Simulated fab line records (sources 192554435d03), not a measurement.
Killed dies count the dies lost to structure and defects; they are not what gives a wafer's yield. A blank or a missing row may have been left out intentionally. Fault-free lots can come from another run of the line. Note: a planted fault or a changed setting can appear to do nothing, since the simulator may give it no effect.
Lot-split experiment | flow n5-finfet | route with 1938 steps; 7 lots, 21 wafers read

== THE SPLIT ==
At N5_BEOL_M4_EXPOSE_25 (exposes mask V3, defocus 5 nm), the setting dose-mj was moved away from the recipe's 63 on 8 of the 21 wafers read, by -5.3% to +7.4%. All remaining wafers had this setting at the recipe value.

== FROM THE SPLIT TO THE READING: what the file shows between them, 2 steps ==
- N5_BEOL_M4_PEB_26: peb time 60 s
- N5_BEOL_M4_DEVELOP_27: develop time 30 s

== THE READING ==
cd-nm, in nm, at N5_BEOL_M4_CD_MEAS_28 (target cd 26.2 nm, target cd y 24.1 nm). Fault-free wafers of this fab line usually give 26.19 nm, standard deviation 0.24 nm.

wafer  | tool, chamber at the split | dose-mj as run | against the recipe | cd-nm, nm | against lot-mates on the recipe
L074.1 | euv-scanner-01, 0          | 63             | recipe             | 26.33     | -
L074.4 | euv-scanner-01, 0          | 65.63          | +4.2%              | 26.75     | +0.43
L074.5 | euv-scanner-01, 0          | 63             | recipe             | 26.31     | -
L076.1 | euv-scanner-01, 0          | 63             | recipe             | 26.21     | -
L076.2 | euv-scanner-01, 0          | 63             | recipe             | 26.34     | -
L076.3 | euv-scanner-01, 0          | 63             | recipe             | 26.80     | -
L077.1 | euv-scanner-01, 0          | 67.26          | +6.8%              | 26.81     | +0.74
L077.3 | euv-scanner-01, 0          | 63             | recipe             | 26.07     | -
L077.6 | euv-scanner-01, 0          | 67.26          | +6.8%              | 27.20     | +1.13
L078.2 | euv-scanner-01, 0          | 63             | recipe             | 26.43     | -
L078.3 | euv-scanner-01, 0          | 67.66          | +7.4%              | 27.26     | +0.91
L078.6 | euv-scanner-01, 0          | 63             | recipe             | 26.28     | -
L081.1 | euv-scanner-02, 0          | 63             | recipe             | 26.47     | -
L081.3 | euv-scanner-02, 0          | 64.72          | +2.7%              | 26.84     | +0.51
L081.4 | euv-scanner-02, 0          | 63             | recipe             | 26.19     | -
L085.1 | euv-scanner-01, 0          | 59.69          | -5.3%              | 25.56     | -1.02
L085.4 | euv-scanner-01, 0          | 63             | recipe             | 26.58     | -
L085.5 | euv-scanner-01, 0          | 59.69          | -5.3%              | 24.74     | -1.84
L088.1 | euv-scanner-02, 0          | 64.86          | +3.0%              | 26.65     | +0.61
L088.2 | euv-scanner-02, 0          | 63             | recipe             | 26.05     | -
L088.3 | euv-scanner-02, 0          | 63             | recipe             | 26.02     | -

THE FIT
A straight line over all 21 wafers: cd-nm changes by +0.147 nm for each +1% of dose-mj; r = +0.87; the points scatter about the line by 0.27 nm.
The same after taking each lot's own level away (the mean of its wafers on the recipe; 21 wafers): +0.176 nm for each +1%; r = +0.91; scatter 0.27 nm.
According to that fit, moving dose-mj by its largest amount changes the reading by 1.3 nm.
Measured against the standard deviation above, the lots' own levels, which go from 26.035 to 26.580 nm, span 2.3 times it.
In other words, the slope is changed by the lot-to-lot level; the two fits disagree.
Check: with one of the wafers moved furthest among these (+7.4%) left out of the fit, the line predicts +1.3 nm for it against its lot-mates. It came out at +0.905 nm against them.

== ADDITIONAL SPLITS CARRIED BY THESE WAFERS ==
Before the reading, these wafers also passed through other splits. Each is held against what the fit with the lots' levels taken away leaves over:
other split on the same wafers   | wafers away from the commonest value | r with cd-nm (lot level and that fit taken away)
N5_BEOL_M0_SAQP_PECVD_04 time-s  | 6                                    | -0.32
N5_BEOL_M0_SAQP_COAT_87 spin-rpm | 7                                    | +0.29
N5_BEOL_M1_ILD_DEP_00 time-s     | 5                                    | +0.25
N5_BEOL_M1_PECVD_72 time-s       | 5                                    | -0.15
N5_BEOL_M3_COAT_76 spin-rpm      | 8                                    | +0.02
N5_BEOL_M3_EXPOSE_25 dose-mj     | 8                                    | +0.15

== FILE'S OWN FIT ==
cd-nm changes by +0.158 nm for each +1% of dose-mj, r = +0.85.
